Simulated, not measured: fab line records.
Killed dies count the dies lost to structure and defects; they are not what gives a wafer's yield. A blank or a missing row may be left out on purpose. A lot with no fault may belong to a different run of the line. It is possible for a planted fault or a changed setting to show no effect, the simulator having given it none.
Matching of chambers | flow n5 finfet | N5_DUMMY_GATE_CMP_04 on cmp-03 has 4 sister chambers
The step polishes a-Si. 20 wafers are shown with their chamber, then 10 later ones without.

WAFERS, EACH WITH ITS CHAMBER
wafer  | chamber | motor current A (A) | time to endpoint s (s)
L074.1 | 2       | 10.1                | 10
L074.5 | 1       | 11.6                | 14
L074.6 | 0       | 9.5                 | 7
L076.4 | 3       | 9.3                 | 10
L076.5 | 0       | 9.5                 | 4
L076.6 | 1       | 11.3                | 10
L082.2 | 0       | 10.0                | 6
L082.3 | 3       | 9.7                 | 15
L082.6 | 1       | 11.9                | 13
L083.3 | 3       | 9.4                 | 16
L083.4 | 2       | 10.0                | 12
L083.5 | 3       | 9.2                 | 17
L084.1 | 1       | 11.1                | 13
L084.4 | 3       | 9.5                 | 15
L084.6 | 1       | 11.4                | 13
L088.1 | 1       | 11.8                | 11
L088.3 | 2       | 10.5                | 12
L088.5 | 0       | 9.6                 | 9
L089.2 | 0       | 9.4                 | 7
L089.3 | 3       | 9.5                 | 14

SIGNATURES (averages over the wafers above)
reading            | chamber 0 | chamber 1 | chamber 2 | chamber 3 | scatter within a chamber
motor current A    | 9.600     | 11.517    | 10.200    | 9.433     | 0.248
time to endpoint s | 6.60      | 12.33     | 11.33     | 14.50     | 1.88
Rule: distance of a wafer from a chamber = root of the sum over the readings of ((wafer's reading minus chamber's mean) / reading's scatter) squared. If the next closest chamber is less than 2 further off than the closest, the wafer can't be placed; otherwise it belongs to the closest. The scatter: take each reading less its chamber's mean, square it, sum over the shown wafers, divide by the number of wafers less the number of chambers, and take the root.

WAFERS MISSING THEIR CHAMBER
wafer  | motor current A (A) | time to endpoint s (s)
L089.6 | 9.9                 | 10
L092.2 | 9.8                 | 11
L092.4 | 11.6                | 13
L092.6 | 9.1                 | 15
L094.2 | 11.7                | 12
L094.3 | 9.8                 | 10
L094.5 | 9.8                 | 6
L096.1 | 10.8                | 8
L096.3 | 10.4                | 9
L096.5 | 9.9                 | 13

EACH ONE'S CHAMBER
wafer  | from the rows above          | in truth
L089.6 | can't be placed: 2 or 0 or 3 | 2
L092.2 | can't be placed: 2 or 3 or 0 | 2
L092.4 | 1                            | 1
L092.6 | 3                            | 3
L094.2 | 1                            | 1
L094.3 | can't be placed: 2 or 0 or 3 | 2
L094.5 | 0                            | 0
L096.1 | can't be placed: 2 or 1 or 0 | 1
L096.3 | can't be placed: 2 or 0      | 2
L096.5 | can't be placed: 2 or 3      | 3
Correctly placed: 4 of 10. Can't be placed from these rows: 6 (the true chamber is among the candidates in 6). 0 placed wrongly.
